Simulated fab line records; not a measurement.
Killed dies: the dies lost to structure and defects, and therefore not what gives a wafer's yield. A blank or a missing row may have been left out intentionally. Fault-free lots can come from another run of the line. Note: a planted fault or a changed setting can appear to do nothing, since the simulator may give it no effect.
A lot that was struck, set against a sound lot | flow n5-finfet | 30 steps out of a route of 1938
Sound: the wafers L230.2, L230.3, L230.6. Struck: wafers L232.2, L232.5, L232.6. At the end, the cause is stated.
At each step with rows: each side's tool, then ch and its chambers, then its first start. Under that, the readings that differ: sound wafers | struck wafers | difference of the means | sigmas: that difference in standard deviations of wafers without a fault.
alike: same words and numbers on both sides, and readings whose means sit less than 2 such deviations apart. not compared: any withheld reading, any reading some wafer has no value for, any bound like >300 that may hide the same value, and any number with overlapping values for which the record gives no deviation.
The two part at a step that has a row with sigmas, a row that says differs or no value, or rows on one side only. Numbers that have no deviation but don't overlap get no sigmas and don't part them. A reading missing from all wafers of one side parts the sides only when that side holds two or more wafers.

first, 10 steps without rows for these wafers: N5_FIN_CUT_UV_OZONE_34 (time 120 s); N5_STI_FIN_REVEAL_ALD_00 (deposits SiO2, target thk 1 nm, pulse time 1 s); N5_STI_FIN_REVEAL_ALD_14 (deposits Si3N4, target thk 3 nm); N5_STI_FIN_REVEAL_FCVD_FILL_01 (material SiO2 flowable, target thk 312 nm, time 512.2 s); N5_STI_FIN_REVEAL_DENSIFY_02 (time 1800 s); N5_STI_FIN_REVEAL_CMP_04 (polishes, stops on Si3N4, t overpolish 4 s, target thk 131.83 nm); N5_STI_FIN_REVEAL_DENSIFY_30; N5_STI_FIN_REVEAL_ETCHBACK_08 (etches SiO2 in C4F6/O2, target depth 30.5 nm, time 10.167 s); N5_STI_FIN_REVEAL_STRIP_24 (strips in N2/H2, time 90 s); N5_STI_FIN_REVEAL_PRECLEAN_25 (cleans in SPM, time 90 s).
N5_STI_FIN_REVEAL_PRECLEAN_26: cleans in SC1, time 45 s.
  sound on wet-bench-05 ch 1,6,7, day 4 11:22; struck on wet-bench-05 ch 2,6,7, day 5 01:04
then, 15 steps without rows for these wafers: N5_STI_FIN_REVEAL_PRECLEAN_29 (cleans in DHF, time 30 s); N5_STI_FIN_REVEAL_SRD_12 (time 30 s); N5_STI_FIN_REVEAL_RECESS_09 (chemistry HF/NH3, target SiO2, afs cycles 11, target depth 42.5 nm, sublimation time 60 s); N5_STI_FIN_REVEAL_STRIP_16 (strips SiNx in H3PO4, target depth 23.8 nm); N5_STI_FIN_REVEAL_PRECLEAN_17 (cleans in NF3:NH3, afs cycles 1, time 20 s, sublimation time 60 s); N5_STI_FIN_REVEAL_ETCH_34 (etches Si in H2, material Si, target depth 0.97 nm); N5_STI_FIN_REVEAL_OXIDATION_31 (chemistry O2 PLASMA REMOTE, time 20 s); N5_STI_FIN_REVEAL_PRECLEAN_32 (cleans in NF3:NH3, afs cycles 1, time 20 s, sublimation time 60 s); N5_STI_FIN_REVEAL_STRIP_35 (strips Si3N4 in H3PO4, target depth 4 nm, time 39 s); N5_STI_FIN_REVEAL_SRD_21 (time 30 s); N5_STI_FIN_REVEAL_OXIDATION_33 (chemistry O2 PLASMA REMOTE, time 20 s); N5_STI_FIN_REVEAL_CLEAN_19 (cleans in O3/DIW, time 120 s); N5_STI_FIN_REVEAL_SRD_23 (time 30 s); N5_STI_FIN_REVEAL_PRECLEAN_18 (cleans in SC2, time 45 s); N5_STI_FIN_REVEAL_SRD_28 (time 30 s).
N5_STI_FIN_REVEAL_INSPECT_13: inspects for defects (darkfield).
  sound on defect-inspect-01 at day 4 14:13; struck on defect-inspect-01 at day 5 04:23
  reading          | sound  | struck      | difference | sigmas
  raw-defect-count | 9 9 16 | 918 843 851 | +859       | +99 or more
then, 1 step without rows for these wafers: N5_DUMMY_GATE_PRECLEAN_00 (cleans in O3/DIW, time 60 s).
-- a jump in the record: the struck wafers' starts before and after are 6 days apart (it breaks off in module DUMMY_GATE and resumes in module BEOL_M4, where the first step shown is number 1111 of the route) --
N5_BEOL_M4_RC_MEAS_101:
  sound on prober-01 ch 0, day 10 03:54; struck on prober-01 ch 0, day 10 21:40
  alike: DIBL_N, DIBL_P, IOFF_N, IOFF_P, ION_N, ION_P, SS_N, SS_P, VT_N, VT_P
-- here the record skips 5 days between the struck wafers' starts before and after, leaving off in module BEOL_M4 and picking up in module PASSIVATION (first step shown: number 1936 of the route) --
N5_PASSIVATION_PROBE_49:
  sound on prober-02 at day 14 10:18; struck on prober-01 at day 15 11:29
  reading                  | sound          | struck         | difference | sigmas
  defect-limited-yield (%) | 93.5 93.6 94.8 | 80.5 82.5 83.1 | -11.9      | -8
  killed_at_M0_to_M3       | 23 16 18       | 35 37 45       | +20        | +2
  killed-at-front-end      | 36 28 23       | 143 143 126    | +108       | +8
  killed-dies              | 77 76 61       | 230 207 200    | +141       | +8
  killed-on-rim            | 5 13 10        | 35 23 30       | +20        | +5
  sort_bin_5_function (%)  | 4.3 3.3 2.8    | 11.6 10.8 10.6 | +7.5       | +8
  sort_bin_6_memory (%)    | 1.9 2.9 2.1    | 4.5 4.0 3.3    | +1.6       | +2
  sort-n-pass              | 1103 1104 1119 | 950 973 980    | -141       | -8
  sort-yield-pct (%)       | 93.5 93.6 94.8 | 80.5 82.5 83.1 | -11.9      | -8
  alike: killed_at_M4_up, killed-at-contacts, killed-at-other, killed-open, killed-short

WHERE THEY PART
At N5_STI_FIN_REVEAL_INSPECT_13 first; at N5_PASSIVATION_PROBE_49 last (within this record only).

WHY: what had been put in by the simulator
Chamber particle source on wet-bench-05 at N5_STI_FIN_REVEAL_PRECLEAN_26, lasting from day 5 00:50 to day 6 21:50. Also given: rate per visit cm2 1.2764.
